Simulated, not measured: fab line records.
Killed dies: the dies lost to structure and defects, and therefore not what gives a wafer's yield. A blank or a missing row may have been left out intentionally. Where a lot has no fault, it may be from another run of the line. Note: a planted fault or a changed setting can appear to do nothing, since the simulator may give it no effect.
A lot that was struck, set against a sound lot :: flow nandHarc :: 14 steps out of a route of 1302
Sound: these wafers, L751.2, L751.4, L751.6. Struck: wafers L758.3, L758.5, L758.6. The cause comes at the end.
For every step that has rows: the tool of each side, followed by ch and its chambers, followed by its first start. Under that, the readings that differ: sound wafers :: struck wafers :: difference of the means :: sigmas: that difference in standard deviations of wafers without a fault.
alike: readings whose means differ by less than 2 such deviations, and words and numbers that are the same on both sides. not compared: withheld readings, readings that some wafer has no value for, bounds like >300 that may hide the same value, and numbers for which the record gives no deviation and whose values overlap.
A row with sigmas, a row that says differs or no value, or rows on one side alone: a step with any of these is where the two part. Non-overlapping numbers with no deviation appear without sigmas and do not part them. Lack of a reading on every wafer of one side parts them only where that side has two or more wafers.

NHARC_A_ONON_D2_THK_MEAS_30: measures by ellipsometry.
  struck on filmMetro-01, day 19 20:27; sound on filmMetro-01, day 16 17:41
  alike: thkNm
NHARC_A_ONON_D2_DEP_33: deposits SiO2, target thk 200 nm.
  sound on pecvd-02 ch 0,1,2, day 16 17:44; struck on pecvd-01 ch 0,1, day 19 20:35
  alike: flowSccm, heaterPowerW, mfcPrecursorSccm, throttleValvePct
NHARC_A_ONON_D2_THK_MEAS_34: measures by ellipsometry.
  struck on filmMetro-01, day 19 20:55; sound on filmMetro-01, day 16 18:08
  alike: thkNm
NHARC_A_ONON_D2_INSPECT_32:
  struck on defectInspect-01, day 19 21:00; sound on defectInspect-02, day 16 18:13
  alike: rawDefectCount
NHARC_A_CHANNEL_HOLE_D2_DEP_00: deposits aC, target thk 3100 nm.
  sound on aclDep-02 ch 0, day 16 19:59; struck on aclDep-02 ch 0, day 19 21:49
  alike: throttleValvePct
NHARC_A_CHANNEL_HOLE_D2_DEP_01: deposits SiON, target thk 140 nm.
  sound on pecvd-01 ch 0,2, day 16 21:41; struck on pecvd-02 ch 1,2, day 19 23:09
  alike: heaterPowerW
then, 5 steps without rows for these wafers: NHARC_A_CHANNEL_HOLE_D2_DEHYDRATE_02 (time 120 s); NHARC_A_CHANNEL_HOLE_D2_HMDS_03 (time 30 s); NHARC_A_CHANNEL_HOLE_D2_COAT_36 (time 75 s); NHARC_A_CHANNEL_HOLE_D2_COAT_37 (time 65 s); NHARC_A_CHANNEL_HOLE_D2_COAT_04 (resist thk 90 nm).
NHARC_A_CHANNEL_HOLE_D2_SOFTBAKE_05: time 55 s.
  sound on lithoTrack-01 ch 0, day 16 21:00; struck on lithoTrack-04 ch 0, day 19 23:00
reading: heaterPowerTotalW (W)
sound: 188.66 188.33 188.36
struck: 222.55 222.48 222.44
difference: +34.04
sigmas: +99 or more
then, 2 steps without rows for these wafers: NHARC_A_CHANNEL_HOLE_D2_EBR_06; NHARC_END_SORT_01.

## WHERE THEY PART
At NHARC_A_CHANNEL_HOLE_D2_SOFTBAKE_05 and nowhere else, as far as this record goes.

WHY: whatever the simulator had introduced
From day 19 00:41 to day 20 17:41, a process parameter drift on lithoTrack-04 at NHARC_A_CHANNEL_HOLE_D2_SOFTBAKE_05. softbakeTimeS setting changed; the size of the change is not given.
